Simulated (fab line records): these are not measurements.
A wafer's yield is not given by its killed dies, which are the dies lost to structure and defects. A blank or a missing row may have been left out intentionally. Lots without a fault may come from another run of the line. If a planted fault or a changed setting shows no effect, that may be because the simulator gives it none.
fab line records -- flow n5_finfet
record lots=7, wafers=39
route steps=1938 shown BEOL_M14@1716 TV_OPEN@1890
start_h: hours from the record's first day to the start of the lot's first wafer shown -- wait_h: hours since the lot's step before -- " same as the row above -- L1.1+2: one row covering several wafers at once -- - value missing, or start not given -- * or withheld: withheld -- < > ~ a bound
route shown NAME@n: names a module that has steps shown in the file, with the first one's number in the route -- usual: the fault-free wafers' mean and standard deviation -- same: alike in all rows -- chamber/n: place in a boat -- sites: readings site by site -- _std_site: how widely they spread, as a standard deviation -- _edge_site: inner sites' mean taken away from outer sites' mean -- radius_mm: for every site, how far away it sits from the centre of the wafer -- mask NAME#n: copy n -- behind: tool/chamber where the wafer was last shaped -- hold: cause of the lot's hold/its duration in hours/its outcome -- device: the n, p or np transistor that did not switch -- end of line: the same wafers' tests at the end of the route -- step lacking rows: just its recipe -- killed: not the wafer's yield, but the dies lost to structure and defects at the first sort -- map: dies across one wafer; x = killed, . = not, _ = none there
set.NAME: the setting the step ran with; set.NAME@STEP: the setting that earlier step ran with -- model.NAME: the simulator's own value behind a step, which no gauge read
lots run with intentionally changed settings; tables by step, rows by wafer
## steps
# step N5_BEOL_M14_ILD_DEP_00
# recipe material=SiO2, target_thk_a=11193, temp_c=400, precursor=TEOS/O2, pressure_torr=6.5, rf_w=900, teos_flow_sccm=161.4, gas=O2, flow_sccm=2650, time_s=237.4
lot.wafer,tool,chamber,start_h,wait_h,set.time_s,model.SiO2_of_BEOL_M14_ILD_DEP_00.thk_nm
L082.2,pecvd-03,0,302.52,0.0,237.4,1123
L082.4,pecvd-03,2,302.52,0.0,237.4,1158
L082.6,pecvd-03,1,302.52,0.0,237.4,1113
L080.1,pecvd-04,0,302.85,0.0,237.4,1122
L080.2,pecvd-04,2,302.85,0.0,237.4,1126
L080.3,pecvd-04,1,302.85,0.0,347.6,1613
L080.4,pecvd-04,2,302.85,0.0,347.6,1671
L080.5,pecvd-04,0,302.85,0.0,237.4,1135
L080.6,pecvd-04,1,302.85,0.0,347.6,1618
L087.1,pecvd-03,1,358.56,0.0,237.4,1113
L087.2,pecvd-03,2,358.56,0.0,302.2,1426
L087.3,pecvd-03,0,358.56,0.0,237.4,1123
L087.4,pecvd-03,2,358.56,0.0,302.2,1427
L087.5,pecvd-03,0,358.56,0.0,302.2,1450
L087.6,pecvd-03,1,358.56,0.0,237.4,1130
L090.1,pecvd-03,2,376.83,0.0,237.4,1112
L090.2,pecvd-03,1,376.83,0.0,316.9,1471
L090.3,pecvd-03,0,376.83,0.0,316.9,1496
L090.4,pecvd-03,0,376.83,0.0,237.4,1141
L090.5,pecvd-03,1,376.83,0.0,237.4,1123
L090.6,pecvd-03,2,376.83,0.0,316.9,1502
L091.1,pecvd-02,1,409.40,0.0,237.4,1104
L091.2,pecvd-02,0,409.40,0.0,237.4,1137
L091.3,pecvd-02,2,409.40,0.0,349.6,1635
L091.4,pecvd-02,2,409.40,0.0,349.6,1657
L091.5,pecvd-02,0,409.40,0.0,349.6,1673
L091.6,pecvd-02,1,409.40,0.0,237.4,1128
L094.1,pecvd-02,1,419.74,0.0,237.4,1128
L094.2,pecvd-02,0,419.74,0.0,237.4,1133
L094.3,pecvd-02,0,419.74,0.0,237.4,1151
L094.4,pecvd-02,1,419.74,0.0,237.4,1139
L094.5,pecvd-02,1,419.74,0.0,237.4,1143
L094.6,pecvd-02,0,419.74,0.0,237.4,1152
L095.1,pecvd-03,2,443.10,0.0,237.4,1108
L095.2,pecvd-03,1,443.10,0.0,237.4,1100
L095.3+5,pecvd-03,"0,2",443.10,0.0,237.4,1120
L095.4,pecvd-03,0,443.10,0.0,237.4,1151
L095.6,pecvd-03,1,443.10,0.0,237.4,1109
# step N5_BEOL_M14_THK_MEAS_01
# recipe reads=SiO2_of_BEOL_M14_ILD_DEP_00
# usual M14_ILD_THK=1120/18
lot.wafer,tool,chamber,start_h,wait_h,set.time_s@BEOL_M14_ILD_DEP_00,M14_ILD_THK[nm]
L082.2,film_metro-02,-,302.71,0.1,237.4,1123
L082.4,film_metro-02,-,302.71,0.1,237.4,1158
L082.6,film_metro-02,-,302.71,0.1,237.4,1113
L080.1,film_metro-02,-,303.04,0.1,237.4,1123
L080.2,film_metro-02,-,303.04,0.1,237.4,1126
L080.3,film_metro-02,-,303.04,0.1,347.6,1613
L080.4,film_metro-02,-,303.04,0.1,347.6,1669
L080.5,film_metro-02,-,303.04,0.1,237.4,1134
L080.6,film_metro-02,-,303.04,0.1,347.6,1619
L087.1,film_metro-01,-,358.75,0.1,237.4,1113
L087.2,film_metro-01,-,358.75,0.1,302.2,1425
L087.3,film_metro-01,-,358.75,0.1,237.4,1124
L087.4,film_metro-01,-,358.75,0.1,302.2,1427
L087.5,film_metro-01,-,358.75,0.1,302.2,1449
L087.6,film_metro-01,-,358.75,0.1,237.4,1130
L090.1,film_metro-01,-,377.01,0.1,237.4,1112
L090.2,film_metro-01,-,377.01,0.1,316.9,1470
L090.3,film_metro-01,-,377.01,0.1,316.9,1496
L090.4,film_metro-01,-,377.01,0.1,237.4,1141
L090.5,film_metro-01,-,377.01,0.1,237.4,1123
L090.6,film_metro-01,-,377.01,0.1,316.9,1503
L091.1,film_metro-02,-,409.59,0.1,237.4,1103
L091.2,film_metro-02,-,409.59,0.1,237.4,1136
L091.3,film_metro-02,-,409.59,0.1,349.6,1636
L091.4,film_metro-02,-,409.59,0.1,349.6,1657
L091.5,film_metro-02,-,409.59,0.1,349.6,1671
L091.6,film_metro-02,-,409.59,0.1,237.4,1128
L094.1,film_metro-01,-,420.00,0.2,237.4,1129
L094.2,film_metro-01,-,420.00,0.2,237.4,1134
L094.3,film_metro-01,-,420.00,0.2,237.4,1150
L094.4,film_metro-01,-,420.00,0.2,237.4,1139
L094.5,film_metro-01,-,420.00,0.2,237.4,1144
L094.6,film_metro-01,-,420.00,0.2,237.4,1151
L095.1,film_metro-01,-,443.29,0.1,237.4,1108
L095.2,film_metro-01,-,443.29,0.1,237.4,1099
L095.3,film_metro-01,-,443.29,0.1,237.4,1121
L095.4,film_metro-01,-,443.29,0.1,237.4,1151
L095.5,film_metro-01,-,443.29,0.1,237.4,1120
L095.6,film_metro-01,-,443.29,0.1,237.4,1108
# step N5_BEOL_M14_COAT_58
# recipe resist=BARC, temp_c=205, time_s=60, spin_rpm=1500, resist_thk_nm=89
# step N5_BEOL_M14_COAT_04
# recipe spin_rpm=1704, resist_thk_nm=800
# step N5_BEOL_M14_DESCUM_15
# recipe chemistry=O2, time_s=7.9, source_power_w=50, bias_power_w=20, pressure_mtorr=20, rf_frequency_hz=2.712e+07, temp_c=40, o2_flow_sccm=225
# step N5_BEOL_M14_ETCH_59
# recipe chemistry=N2/H2, target=BARC, target_depth_a=890, overetch_a=267, time_s=67.9, ion_energy_ev=200, pressure_mtorr=30, source_w=840, bias_w=150, n2_flow_sccm=200, h2_flow_sccm=200
# step N5_BEOL_M14_VIA_ETCH_16
# recipe chemistry=C4F8/O2/Ar, target=SiO2, he_inner_torr=15, he_outer_torr=30, target_depth_a=12313, time_s=withheld, ion_energy_ev=800, pressure_mtorr=20, source_w=1905, bias_w=2040, Ar_flow_sccm=400, C4F8_flow_sccm=16, O2_flow_sccm=12, ends=cleared
lot.wafer,tool,chamber,start_h,wait_h,set.time_s@BEOL_M14_ILD_DEP_00,model.etch.depth_nm,model.coat_of_BEOL_M14_COAT_04.thk_nm
L082.2,rie_diel-04,3,303.19,0.0,*,1123,452.6
L082.4,rie_diel-04,1,303.19,0.0,*,1158,434.6
L082.6,rie_diel-04,3,303.19,0.0,*,1113,458
L080.1,rie_diel-04,2,303.54,0.0,*,1122,445.6
L080.2,rie_diel-04,0,303.54,0.0,*,1126,456.8
L080.3,rie_diel-04,3,303.54,0.0,*,1613,341
L080.4,rie_diel-04,1,303.54,0.0,*,1671,311.4
L080.5,rie_diel-04,0,303.54,0.0,*,1135,455.6
L080.6,rie_diel-04,3,303.54,0.0,*,1618,340.6
L087.1,rie_diel-02,0,359.23,0.0,*,1113,453.8
L087.2,rie_diel-02,1,359.23,0.0,*,1426,387.6
L087.3,rie_diel-02,3,359.23,0.0,*,1123,448.6
L087.4,rie_diel-02,2,359.23,0.0,*,1427,383.6
L087.5,rie_diel-02,3,359.23,0.0,*,1450,366
L087.6,rie_diel-02,0,359.23,0.0,*,1130,447.4
L090.1,rie_diel-04,3,377.65,0.0,*,1112,458.2
L090.2,rie_diel-04,1,377.65,0.0,*,1471,361.2
L090.3,rie_diel-04,0,377.65,0.0,*,1496,370.4
L090.4,rie_diel-04,2,377.65,0.0,*,1141,442
L090.5,rie_diel-04,0,377.65,0.0,*,1123,455.6
L090.6,rie_diel-04,3,377.65,0.0,*,1502,368.4
L091.1,rie_diel-03,0,410.30,0.0,*,1104,464.6
L091.2,rie_diel-03,2,410.30,0.0,*,1137,461.4
L091.3,rie_diel-03,1,410.30,0.0,*,1635,347.2
L091.4,rie_diel-03,3,410.30,0.0,*,1657,321
L091.5,rie_diel-03,2,410.30,0.0,*,1673,342.6
L091.6,rie_diel-03,1,410.30,0.0,*,1128,463.8
L094.1,rie_diel-04,2,420.61,0.0,*,1128,443.2
L094.2,rie_diel-04,0,420.61,0.0,*,1133,452
L094.3,rie_diel-04,1,420.61,0.0,*,1151,437.4
L094.4,rie_diel-04,3,420.61,0.0,*,1139,451
L094.5,rie_diel-04,1,420.61,0.0,*,1143,439.4
L094.6,rie_diel-04,0,420.61,0.0,*,1152,447.8
L095.1,rie_diel-03,2,443.90,0.0,*,1108,471.6
L095.2,rie_diel-03,3,443.90,0.0,*,1100,457.2
L095.3,rie_diel-03,0,443.90,0.0,*,1120,462.6
L095.4,rie_diel-03,1,443.90,0.0,*,1151,459.4
L095.5,rie_diel-03,1,443.90,0.0,*,1120,466.6
L095.6,rie_diel-03,0,443.90,0.0,*,1109,464.8
# step N5_PASSIVATION_ETCH_15
# recipe chemistry=CF4/N2, target=SiCN, target_depth_a=750, taper_deg=2, time_s=81.2, ion_energy_ev=150, mask_material=SiNx, pressure_mtorr=40, source_w=430, bias_w=70, Ar_flow_sccm=100, cf4_flow_sccm=60, n2_flow_sccm=60
lot.wafer,tool,chamber,start_h,wait_h,set.target_depth_a,model.etch.depth_nm
L082.2,rie_diel-05,0,-,-,750,69.74
L082.4,rie_diel-05,1,-,-,750,61.98
L082.6,rie_diel-05,3,-,-,750,60.91
L080.1,rie_diel-06,2,-,-,750,67.15
L080.2,rie_diel-06,1,-,-,750,64.06
L080.3,rie_diel-06,3,-,-,750,67.26
L080.4,rie_diel-06,0,-,-,750,67.39
L080.5,rie_diel-06,3,-,-,750,67.12
L080.6,rie_diel-06,2,-,-,750,66.79
L087.1,rie_diel-05,3,-,-,585.7,47.77
L087.2,rie_diel-05,1,-,-,585.7,48.48
L087.3,rie_diel-05,2,-,-,750,67.09
L087.4,rie_diel-05,0,-,-,585.7,54.24
L087.5,rie_diel-05,1,-,-,750,62.21
L087.6,rie_diel-05,0,-,-,750,70.09
L090.1,rie_diel-01,0,-,-,750,60.55
L090.2,rie_diel-01,2,-,-,750,65.17
L090.3,rie_diel-01,1,-,-,1188,97.56
L090.4,rie_diel-01,3,-,-,1188,98.68
L090.5,rie_diel-01,3,-,-,750,62.4
L090.6,rie_diel-01,0,-,-,1188,96.73
L091.1,rie_diel-06,3,-,-,750,66.39
L091.2,rie_diel-06,2,-,-,750,64.85
L091.3,rie_diel-06,0,-,-,750,65.06
L091.4,rie_diel-06,1,-,-,750,61.13
L091.5,rie_diel-06,1,-,-,750,61.18
L091.6,rie_diel-06,0,-,-,750,65.5
L094.1,rie_diel-01,3,-,-,750,62.42
L094.2,rie_diel-01,1,-,-,750,61.41
L094.3,rie_diel-01,0,-,-,750,61.78
L094.4,rie_diel-01,2,-,-,447.9,38.99
L094.5,rie_diel-01,3,-,-,447.9,36.88
L094.6,rie_diel-01,2,-,-,447.9,38.93
L095.1,rie_diel-06,3,-,-,750,68.32
L095.2,rie_diel-06,0,-,-,487.3,42.84
L095.3,rie_diel-06,1,-,-,487.3,40.55
L095.4,rie_diel-06,3,-,-,750,68.28
L095.5,rie_diel-06,0,-,-,487.3,43.04
L095.6,rie_diel-06,1,-,-,750,62.28
## key
split step=N5_BEOL_M14_ILD_DEP_00, setting=time_s, stated=237.4, by=wafer
response step=N5_BEOL_M14_ILD_DEP_00, reading=model.SiO2_of_BEOL_M14_ILD_DEP_00.thk_nm, change=+11.1, per=1%, r=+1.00
response step=N5_BEOL_M14_THK_MEAS_01, reading=M14_ILD_THK, change=+11.1, per=1%, r=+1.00
response step=N5_BEOL_M14_VIA_ETCH_16, reading=model.etch.depth_nm, change=+11.1, per=1%, r=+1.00
response step=N5_BEOL_M14_VIA_ETCH_16, reading=model.coat_of_BEOL_M14_COAT_04.thk_nm, change=-2.62, per=1%, r=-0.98
split step=N5_PASSIVATION_ETCH_15, setting=target_depth_a, stated=750, by=wafer
response step=N5_PASSIVATION_ETCH_15, reading=model.etch.depth_nm, change=+0.622, per=1%, r=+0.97
